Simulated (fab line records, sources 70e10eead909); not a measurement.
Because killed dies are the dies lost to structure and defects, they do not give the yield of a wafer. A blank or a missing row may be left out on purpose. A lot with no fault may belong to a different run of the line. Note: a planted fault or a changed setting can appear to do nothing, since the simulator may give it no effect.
Comparing a struck lot with a sound one | flow nand harc | 15 steps out of a route of 1159
Sound: wafers L427.1, L427.2, L427.3. The struck wafers were L433.1, L433.2, L433.4. The cause is given at the end.
Per side, at each step with rows, come the tool, then ch with its chambers, and then its first start. Under that, the readings that differ: sound wafers | struck wafers | difference of the means | sigmas: that difference in standard deviations of wafers without a fault.
alike: same words and numbers on both sides, and readings whose means sit less than 2 such deviations apart. not compared: any withheld reading, any reading some wafer has no value for, any bound like >300 that may hide the same value, and any number with overlapping values for which the record gives no deviation.
A row with sigmas, a row that says differs or no value, or rows on one side alone: a step with any of these is where the two part. Non-overlapping numbers with no deviation appear without sigmas and do not part them. A reading that every wafer of one side lacks parts them only if that side has two wafers or more.

first, 7 steps without rows for these wafers: NHARC_A_CONTACT_COAT_62 (time 65 s); NHARC_A_CONTACT_COAT_63 (resist thk 90 nm); NHARC_A_CONTACT_SOFTBAKE_64 (time 55 s); NHARC_A_CONTACT_EBR_65; NHARC_A_CONTACT_EXPOSE_66 (exposes mask A CC 2); NHARC_A_CONTACT_PEB_67 (peb time 65 s); NHARC_A_CONTACT_DEVELOP_68 (develop time 35 s).
NHARC_A_CONTACT_CD_MEAS_69: the cd target is 200 nm.
  sound on cd sem-01 ch 0, day 17 02:59; struck on cd sem-02 ch 0, day 18 09:10
  alike: cd nm
NHARC_A_CONTACT_OVL_MEAS_70:
  struck on overlay-02, day 18 09:16; sound on overlay-02, day 17 03:04
  alike: overlay x nm, overlay y nm
NHARC_A_CONTACT_INSPECT_71:
  struck on defect inspect-01, day 18 09:19; sound on defect inspect-01, day 17 03:06
  alike: raw defect count
NHARC_A_CONTACT_DESCUM_74: chemistry O2, time 3 s.
  sound on rie diel-05 ch 1,2,3, day 17 03:10; struck on rie diel-08 ch 0,2,3, day 18 09:22
  reading                | sound    | struck   | difference | sigmas
  rf hours counter h (h) | 16 13 14 | 23 22 24 | +9         |
  alike: drypump motor current A, mfc ar sccm, oes product au, rf vpp V, showerhead plenum p Torr, throttle valve pct
NHARC_A_CONTACT_ETCH_75: etches the open film in CF4, target depth 39 nm, time 65 s.
  sound on rie diel-05 ch 0,2,3, day 17 03:15; struck on rie diel-08 ch 0,2,3, day 18 09:28
  reading                | sound             | struck            | difference | sigmas
  cf4 flow sccm (sccm)   | 150.6 150.3 150.4 | 149.6 149.7 148.8 | -1.1       | -2
  rf hours counter h (h) | 16 14 13          | 22 24 23          | +9         |
  alike: bias w, drypump motor current A, mfc ar sccm, oes product au, rf fwd power W, rf vpp V, showerhead plenum p Torr, throttle valve pct
NHARC_A_CONTACT_ETCH_76: etches the open film in N2/H2, target depth 260 nm, time 475.3 s.
  sound on rie diel-05 ch 1,2,3, day 17 03:24; struck on rie diel-08 ch 0,1,3, day 18 09:35
  no value came back on the struck wafers for any of 11 readings (bias w (W), chamber pressure mTorr (mTorr) and others); on the sound wafers bias w (W) reads 150.0 150.0 149.3
NHARC_A_CONTACT_ETCH_77: etches the open film in CF4/CHF3, target depth 72.6 nm, time 36.3 s.
  sound: rie diel-05 ch 1,2,3; struck: rie diel-08 ch 1,2,3
  reading                | sound             | struck            | difference | sigmas
  oes product au (a.u.)  | 0.961 0.973 0.969 | 0.935 0.913 0.924 | -0.044     | -2
  rf hours counter h (h) | 16 14 14          | 25 23 23          | +9         |
  alike: bias w, cf4 flow sccm, chf3 flow sccm, drypump motor current A, mfc ar sccm, rf fwd power W, rf vpp V, showerhead plenum p Torr, throttle valve pct
-- record jumps: 2 days between struck wafers' starts before vs after; left off in module A_CONTACT, resumes in module END, first step shown is number 1159 of the route --
NHARC_END_SORT_01:
  the record has rows for the struck wafers here (prober-02 ch 0, day 20 20:19) and none for the sound ones

## WHERE THEY PART
Last at NHARC_END_SORT_01 as far as this record goes, first at NHARC_A_CONTACT_ETCH_75.

WHY: what had been put in by the simulator
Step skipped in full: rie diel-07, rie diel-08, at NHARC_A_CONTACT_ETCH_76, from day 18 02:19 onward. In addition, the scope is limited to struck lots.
